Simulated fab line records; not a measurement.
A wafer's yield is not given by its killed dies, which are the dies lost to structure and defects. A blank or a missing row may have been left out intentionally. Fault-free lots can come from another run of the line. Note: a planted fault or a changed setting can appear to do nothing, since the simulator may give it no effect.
Matching of chambers	flow n5 finfet	rie diel-03 running N5_MOL_CONTACT_COAG_STRIP_72: 4 sister chambers
The step strips in N2/H2. 14 wafers are shown with their chamber, then 7 later ones without.

== WAFERS PAIRED WITH THEIR CHAMBERS ==
wafer	chamber	drypump motor current A (A)	throttle valve pct (%)	showerhead plenum p Torr (Torr)
L075.1	2	5.7	24.2	2.39
L075.2	0	5.4	23.5	2.42
L075.6	0	5.4	23.6	2.43
L076.4	1	5.7	24.3	2.63
L076.5	3	6.6	23.1	2.67
L076.6	2	5.7	24.1	2.39
L083.3	2	5.7	23.7	2.71
L083.5	2	5.7	23.7	2.71
L083.6	3	6.6	23.1	2.67
L085.2	2	5.7	23.7	2.70
L085.3	0	5.3	23.6	2.42
L085.4	1	5.7	24.3	2.63
L091.1	3	6.6	23.1	2.66
L091.2	2	5.7	23.7	2.70

SIGNATURES (means of the wafers above)
reading	chamber 0	chamber 1	chamber 2	chamber 3	scatter within a chamber
drypump motor current A	5.367	5.700	5.700	6.600	0.0258
throttle valve pct	23.567	24.300	23.850	23.100	0.168
showerhead plenum p Torr	2.4233	2.6300	2.6000	2.6667	0.115
Rule: a wafer lies at a distance from a chamber equal to the root of the sum of squares, over the readings, of (its reading less the chamber's mean, divided by the reading's scatter). If the next closest chamber is less than 2 further off than the closest, the wafer can't be placed; otherwise it belongs to the closest. The scatter: the root of (the sum of the squares of (reading less its chamber's mean) over the shown wafers, divided by (wafers less chambers)).

== WAFERS WITH NO CHAMBER GIVEN ==
wafer	drypump motor current A (A)	throttle valve pct (%)	showerhead plenum p Torr (Torr)
L091.3	5.4	23.6	2.41
L092.1	5.4	23.6	2.41
L092.4	6.6	23.1	2.66
L092.6	5.3	23.6	2.41
L096.1	5.7	24.0	2.62
L096.2	5.4	23.6	2.41
L096.4	5.7	23.7	2.69

== CHAMBER TAKEN BY EACH ==
wafer	from the rows above	in truth
L091.3	0	0
L092.1	0	0
L092.4	3	3
L092.6	0	0
L096.1	can't be placed: 2 or 1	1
L096.2	0	0
L096.4	2	2
Placed correctly: 6 of 7. Unplaceable from these rows: 1, with the true chamber sitting among the candidates in 1. Wrongly placed: 0.
